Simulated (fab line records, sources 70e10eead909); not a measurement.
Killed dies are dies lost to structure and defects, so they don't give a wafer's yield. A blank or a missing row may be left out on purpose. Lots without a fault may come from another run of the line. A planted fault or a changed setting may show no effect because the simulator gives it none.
One fault seen from 3 desks | flow nand_harc | each desk has only its own numbers; what lay behind them comes last

THE METROLOGY DESK
What the gauges read, lot by lot, whatever tool the lot ran on: means of the sampled wafers that have a number. A lot is out of limits, marked OUT, if its mean lies more than 4 standard deviations from the usual mean; the brackets give that distance.
Columns: A = cd_nm at NHARC_A_M1_CD_MEAS_09, usual 120.2 nm
lot  | first seen here | A
L461 | day 23 00:38    | 119.9
L463 | day 23 16:09    | 120.4
L462 | day 23 21:31    | 120.3
L464 | day 23 22:05    | 120.9
L468 | day 25 22:59    | 120.2
L470 | day 26 14:25    | 119.8
L471 | day 27 07:29    | 120.5
L474 | day 28 00:29    | 120.4
L472 | day 28 03:15    | 119.7
L473 | day 28 09:30    | 120.2
L476 | day 29 17:16    | 120.2
L484 | day 31 10:22    | 120.2
This desk's finding: nothing out of limits on any of the 12 lots.

THE TOOL OWNER'S DESK: cmp-03
The tool's own readings at NHARC_A_M1_CMP_23 (polishes, t overpolish 20 s, target thk 154.34 nm): means of the sampled wafers that have a number, for each lot that ran on this tool. A lot is out of limits, marked OUT, if its mean lies more than 4 standard deviations from the usual mean; the brackets give that distance.
Columns: A = edge_zone_pressure_frac at NHARC_A_M1_CMP_23, usual 1.000; B = motor_current_A at NHARC_A_M1_CMP_23, usual 11.8 A; C = slurry_filter_dp_kPa at NHARC_A_M1_CMP_23, usual 13.50 kPa; D = time_to_endpoint_s at NHARC_A_M1_CMP_23, usual 27 s
lot  | first seen here | A     | B    | C     | D
L461 | day 23 02:59    | 1.005 | 12.0 | 13.42 | 33
L464 | day 24 00:23    | 0.997 | 11.4 | 13.66 | 32
L472 | day 28 05:40    | 1.002 | 11.0 | 13.54 | 29
L484 | day 31 12:41    | 0.993 | 11.2 | 13.28 | 29
This desk's finding: nothing out of limits on any of the 4 lots.

THE DEFECT DESK
What the inspections along the route counted, lot by lot: means of the sampled wafers that have a number. A lot is out of limits, marked OUT, if its mean lies more than 4 standard deviations from the usual mean; the brackets give that distance.
Columns: A = raw_defect_count at NHARC_A_M1_INSPECT_27, usual 556
lot  | first seen here | A
L461 | day 23 03:27    | 635
L463 | day 23 19:09    | 454
L462 | day 24 00:16    | 375
L464 | day 24 00:50    | 748
L468 | day 26 01:46    | 767
L470 | day 26 17:10    | 401
L471 | day 27 10:14    | 523
L474 | day 28 03:15    | 489
L472 | day 28 06:04    | 571
L473 | day 28 12:15    | 413
L476 | day 29 20:05    | 634
L484 | day 31 13:07    | 2105 (+12) OUT
This desk's finding: out of limits on L484; first on L484, day 31 13:07 (raw_defect_count at NHARC_A_M1_INSPECT_27). In limits: L461, L463, L462, L464, L468, L470, L471, L474, L472, L473, L476.

PUT TOGETHER
The defect desk could have raised an alarm at day 31 13:07, on L484.
The metrology desk saw nothing out of limits.
The tool owner's desk saw nothing out of limits.
The metrology desk has L484 on record, within its limits.
The tool owner's desk has L484 on record, within its limits.
Of the lots named, all ran NHARC_A_M1_CMP_23 on cmp-03.

WHAT THE SIMULATOR HAD PUT IN
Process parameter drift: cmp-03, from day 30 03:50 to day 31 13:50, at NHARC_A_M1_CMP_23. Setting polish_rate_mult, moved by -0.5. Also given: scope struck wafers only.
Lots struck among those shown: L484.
Hours from the fault's start to each desk's first reading out of limits: the defect desk, 33.
